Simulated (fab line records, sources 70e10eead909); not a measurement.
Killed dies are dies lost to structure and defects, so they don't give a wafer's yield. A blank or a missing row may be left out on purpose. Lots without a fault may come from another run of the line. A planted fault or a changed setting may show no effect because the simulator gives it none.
Which tool did it? | flow nand_harc | 24 lots, 72 wafers sampled, at 3 steps of a route of 1302

WHAT THE GAUGES READ, wafer by wafer
NHARC_A_SIN_REMOVE_INSPECT_04. Usual: raw_defect_count 372, standard deviation 78.
lot  | measured     | on                | raw_defect_count | flag
L074 | day 20 12:17 | defect_inspect-01 | 308 334 327      |
L075 | day 20 14:47 | defect_inspect-01 | 407 444 452      |
L076 | day 21 09:17 | defect_inspect-02 | 356 494 428      |
L077 | day 21 09:17 | defect_inspect-01 | 378 370 330      |
L078 | day 21 13:34 | defect_inspect-02 | 244 378 337      |
L079 | day 21 22:24 | defect_inspect-02 | 390 361 368      |
L081 | day 23 04:06 | defect_inspect-01 | 507 391 390      |
L080 | day 23 12:33 | defect_inspect-02 | 348 471 385      |
L083 | day 24 05:51 | defect_inspect-02 | 323 310 535      |
L082 | day 24 10:35 | defect_inspect-02 | 462 447 496      |
L085 | day 25 02:13 | defect_inspect-02 | 363 333 373      |
L084 | day 25 06:02 | defect_inspect-01 | 443 356 524      |
L086 | day 25 06:04 | defect_inspect-02 | 308 298 368      |
L087 | day 25 09:49 | defect_inspect-02 | 299 345 346      |
L088 | day 26 11:11 | defect_inspect-02 | 414 479 398      |
L089 | day 26 11:12 | defect_inspect-01 | 239 320 251      |
L091 | day 27 15:43 | defect_inspect-02 | 446 359 349      |
L092 | day 27 15:44 | defect_inspect-01 | 309 327 279      |
L090 | day 27 19:30 | defect_inspect-02 | 350 310 313      |
L093 | day 28 03:37 | defect_inspect-01 | 489 317 408      |
L094 | day 28 20:14 | defect_inspect-02 | 249 317 289      |
L095 | day 28 20:14 | defect_inspect-01 | 489 465 515      |
L096 | day 29 13:18 | defect_inspect-01 | 310 268 284      |
L097 | day 30 03:32 | defect_inspect-01 | 374 429 318      |

NHARC_A_CONTACT_CD_MEAS_42: target cd 300 nm. Usual: cd_nm 299.9 nm, standard deviation 0.47.
lot  | measured     | on        | cd_nm (nm)        | flag
L074 | day 21 16:40 | cd_sem-01 | 299.8 300.5 299.8 |
L075 | day 21 17:44 | cd_sem-03 | 300.2 300.5 299.9 |
L076 | day 22 11:05 | cd_sem-03 | 298.4 299.3 299.0 |
L077 | day 22 11:14 | cd_sem-03 | 299.7 299.6 300.5 |
L078 | day 22 15:16 | cd_sem-03 | 299.4 299.4 299.3 |
L079 | day 22 21:50 | cd_sem-03 | 299.5 299.4 299.7 |
L081 | day 24 05:34 | cd_sem-03 | 299.9 300.1 299.9 |
L080 | day 24 12:18 | cd_sem-03 | 299.6 300.4 300.6 |
L083 | day 25 05:44 | cd_sem-03 | 299.3 299.8 299.4 |
L082 | day 25 11:10 | cd_sem-03 | 299.6 300.4 300.0 |
L085 | day 26 02:05 | cd_sem-03 | 300.7 300.6 300.3 |
L084 | day 26 06:25 | cd_sem-02 | 299.3 298.9 299.0 |
L086 | day 26 06:15 | cd_sem-01 | 300.2 300.4 300.6 |
L087 | day 26 12:02 | cd_sem-03 | 299.7 299.6 299.9 |
L088 | day 27 13:29 | cd_sem-01 | 300.3 300.2 299.9 |
L089 | day 27 14:30 | cd_sem-02 | 299.9 300.3 300.0 |
L091 | day 28 15:30 | cd_sem-03 | 299.5 300.1 299.9 |
L092 | day 28 15:39 | cd_sem-01 | 299.9 299.4 299.9 |
L090 | day 28 19:24 | cd_sem-03 | 299.9 299.9 300.2 |
L093 | day 29 04:25 | cd_sem-02 | 299.2 299.7 299.0 |
L094 | day 29 22:17 | cd_sem-02 | 299.8 299.6 300.1 |
L095 | day 29 23:40 | cd_sem-02 | 301.1 300.1 299.8 |
L096 | day 30 18:06 | cd_sem-03 | 299.8 300.3 300.4 |
L097 | day 31 04:10 | cd_sem-01 | 299.8 299.4 300.3 |

WHICH TOOL RAN EACH LOT (tool, then ch and the chambers of the sampled wafers, then the start)
lot  | NHARC_A_WL_FILL_STRIP_27
L074 | plasma_asher-02 ch 0,1, day 20 14:02
L075 | plasma_asher-02 ch 1, day 20 16:32
L076 | plasma_asher-02 ch 0,1, day 21 11:01
L077 | plasma_asher-01 ch 0,1, day 21 11:14
L078 | plasma_asher-02 ch 0,1, day 21 15:19
L079 | plasma_asher-02 ch 0,1, day 22 00:11
L081 | plasma_asher-02 ch 0,1, day 23 05:52
L080 | plasma_asher-01 ch 0,1, day 23 14:34
L083 | plasma_asher-02 ch 0,1, day 24 07:35
L082 | plasma_asher-02 ch 0,1, day 24 12:23
L085 | plasma_asher-02 ch 0,1, day 25 04:00
L084 | plasma_asher-02 ch 0,1, day 25 07:50
L086 | plasma_asher-01 ch 0,1, day 25 07:53
L087 | plasma_asher-02 ch 0,1, day 25 11:33
L088 | plasma_asher-01 ch 0, day 26 12:57
L089 | plasma_asher-02 ch 0,1, day 26 13:28
L091 | plasma_asher-02 ch 0,1, day 27 17:45
L092 | plasma_asher-02 ch 0,1, day 27 17:56
L090 | plasma_asher-01 ch 0,1, day 27 21:15
L093 | plasma_asher-01 ch 0,1, day 28 05:22
L094 | plasma_asher-01 ch 0,1, day 28 22:04
L095 | plasma_asher-02 ch 0,1, day 28 22:28
L096 | plasma_asher-02 ch 0,1, day 29 15:04
L097 | plasma_asher-02 ch 0,1, day 30 05:47
- NHARC_A_WL_FILL_STRIP_27: strips in N2/H2, time 20 s.

WHAT THE TOOLS THEMSELVES READ (means of the sampled wafers that have a number; where no wafer has one, the mark that the record gives instead)
NHARC_A_WL_FILL_STRIP_27. Usual: drypump_motor_current_A 6.2 A, standard deviation 0.38; heater_power_w 316 W, standard deviation 24.
lot  | tool            | drypump_motor_current_A (A) | heater_power_w (W) | flag
L074 | plasma_asher-02 | 6.4                         | 324                |
L075 | plasma_asher-02 | 6.4                         | 312                |
L076 | plasma_asher-02 | 6.4                         | 317                |
L077 | plasma_asher-01 | 5.6                         | 301                |
L078 | plasma_asher-02 | 6.4                         | 325                |
L079 | plasma_asher-02 | 6.4                         | 334                |
L081 | plasma_asher-02 | 6.4                         | 319                |
L080 | plasma_asher-01 | 5.6                         | 285                |
L083 | plasma_asher-02 | 6.4                         | 322                |
L082 | plasma_asher-02 | 6.4                         | 321                |
L085 | plasma_asher-02 | 6.4                         | 327                |
L084 | plasma_asher-02 | 6.4                         | 321                |
L086 | plasma_asher-01 | 5.6                         | 308                |
L087 | plasma_asher-02 | 6.4                         | 331                |
L088 | plasma_asher-01 | 5.7                         | 327                |
L089 | plasma_asher-02 | 6.4                         | 321                |
L091 | plasma_asher-02 | 6.4                         | 319                |
L092 | plasma_asher-02 | 6.4                         | 321                |
L090 | plasma_asher-01 | 5.6                         | 303                |
L093 | plasma_asher-01 | 5.6                         | 299                |
L094 | plasma_asher-01 | 5.6                         | 304                |
L095 | plasma_asher-02 | 6.4                         | 322                |
L096 | plasma_asher-02 | 6.5                         | 320                |
L097 | plasma_asher-02 | 6.4                         | 328                |

THE ANSWER, worked out from the rows above alone
Rule: a lot is off if the mean of its wafers that have a number lies more than 3 standard deviations from the usual mean. A lot without any number at a reading at which 4 lots or more have one is off too. The other lots that the step has rows for count as sound. The gauges are gone through in route order, then the tools' own readings, and for those a lot's mean is taken as printed above. The first step at which some lot is off is used, and at that step the reading that is off furthest; a lot without a number counts as furthest.
No lot is off at any reading shown: from this, nothing can be told.

WHAT THE SIMULATOR HAD PUT IN
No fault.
